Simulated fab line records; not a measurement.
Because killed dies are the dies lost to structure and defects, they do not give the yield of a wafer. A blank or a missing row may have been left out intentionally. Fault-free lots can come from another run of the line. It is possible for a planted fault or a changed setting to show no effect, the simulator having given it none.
A struck lot beside a sound one | flow nand_harc | 14 out of 1159 route steps
Sound: these wafers, L511.2, L511.3, L511.6. Struck: wafer L505.6 (left out: L505.3, L505.4 of the same lot, which were not struck); the cause appears at the end.
For every step that has rows: the tool of each side, followed by ch and its chambers, followed by its first start. Under that, the readings that differ: sound wafers | struck wafers | difference of the means | sigmas: that difference in standard deviations of wafers without a fault.
alike: same words and numbers on both sides, and readings whose means sit less than 2 such deviations apart. not compared: any withheld reading, any reading some wafer has no value for, any bound like >300 that may hide the same value, and any number with overlapping values for which the record gives no deviation.
A row with sigmas, a row that says differs or no value, or rows on one side alone: a step with any of these is where the two part. When numbers do not overlap yet have no deviation, they are printed without sigmas and do not part them. A reading that every wafer of one side lacks parts them only if that side has two wafers or more.

first, 1 step without rows for these wafers: NHARC_P_M0_DEVELOP_08 (develop time 35 s).
NHARC_P_M0_CD_MEAS_09 targets a cd of 90 nm.
  sound on cd_sem-02 ch 0, day 9 05:25; struck on cd_sem-01 ch 0, day 8 04:28
  alike: cd_nm
NHARC_P_M0_OVL_MEAS_10: pitch 180 nm.
  struck on overlay-02, day 8 04:33; sound on overlay-02, day 9 05:30
  alike: overlay_x_nm, overlay_y_nm
NHARC_P_M0_INSPECT_11:
  struck on defect_inspect-02, day 8 04:35; sound on defect_inspect-01, day 9 05:32
  alike: raw_defect_count
then, 1 step without rows for these wafers: NHARC_P_M0_DESCUM_14 (chemistry O2, time 3 s).
NHARC_P_M0_ETCH_34: etches the open film in N2/H2, target depth 40 nm, overetch 12 nm, time 43.94 s.
  sound on rie_diel-04 ch 2,3, day 9 05:41; struck on rie_diel-13 ch 2, day 8 04:44
  alike: chamber_pressure_mTorr, drypump_motor_current_A, oes_product_au, rf_vpp_V, showerhead_plenum_p_Torr, throttle_valve_pct
  not compared: rf_hours_counter_h
NHARC_P_M0_ETCH_15: etches the open film in C4F8/Ar, target depth 150 nm, overetch 15 nm, time 82.5 s.
  sound: rie_diel-04 ch 2,3; struck: rie_diel-13 ch 2
  alike: chamber_pressure_mTorr, oes_product_au, rf_vpp_V
  not compared: rf_hours_counter_h
NHARC_P_M0_CD_MEAS_16:
  struck on cd_sem-03, day 8 04:57; sound on cd_sem-03, day 9 05:53
  alike: cd_nm
then, 2 steps without rows for these wafers: NHARC_P_M0_STRIP_18 (strips in N2/H2); NHARC_P_M0_STRIP_19 (strips in post etch residue remover, time 600 s).
NHARC_P_M0_DEGAS_28: time 60 s.
  struck on pvd_sputter-02, day 8 05:34; sound on pvd_sputter-01, day 9 06:31
  alike: heater_power_w, susceptor_temp_C
NHARC_P_M0_PRE_CLEAN_29: time 30 s.
  sound on pvd_sputter-01; struck on pvd_sputter-02
  alike: heater_power_w, susceptor_temp_C
NHARC_P_M0_PVD_20: deposits TaN, target thk 5 nm, time 8.06 s.
  struck on pvd_sputter-02, day 8 05:41; sound on pvd_sputter-01, day 9 06:39
  reading                | sound          | struck | difference | sigmas
  throttle_valve_pct (%) | 31.4 31.9 28.5 | 28.5   | -2.1       | -2
  time_s (s)             | 8.06 8.06 8.06 | 8.8772 | +0.8172    |
NHARC_P_M0_PVD_21: deposits Cu, target thk 30 nm, time 20.49 s.
  sound on pvd_sputter-01; struck on pvd_sputter-02
  alike: throttle_valve_pct
  not compared: time_s

== WHERE THEY PART ==
At NHARC_P_M0_PVD_20 and nowhere else, as far as this record goes. Later steps at which nothing parts them and some readings are alike: NHARC_P_M0_PVD_21.

WHY: what had been put in by the simulator
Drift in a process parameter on pvd_sputter-02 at NHARC_P_M0_PVD_20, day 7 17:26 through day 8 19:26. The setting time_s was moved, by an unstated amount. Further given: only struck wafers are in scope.
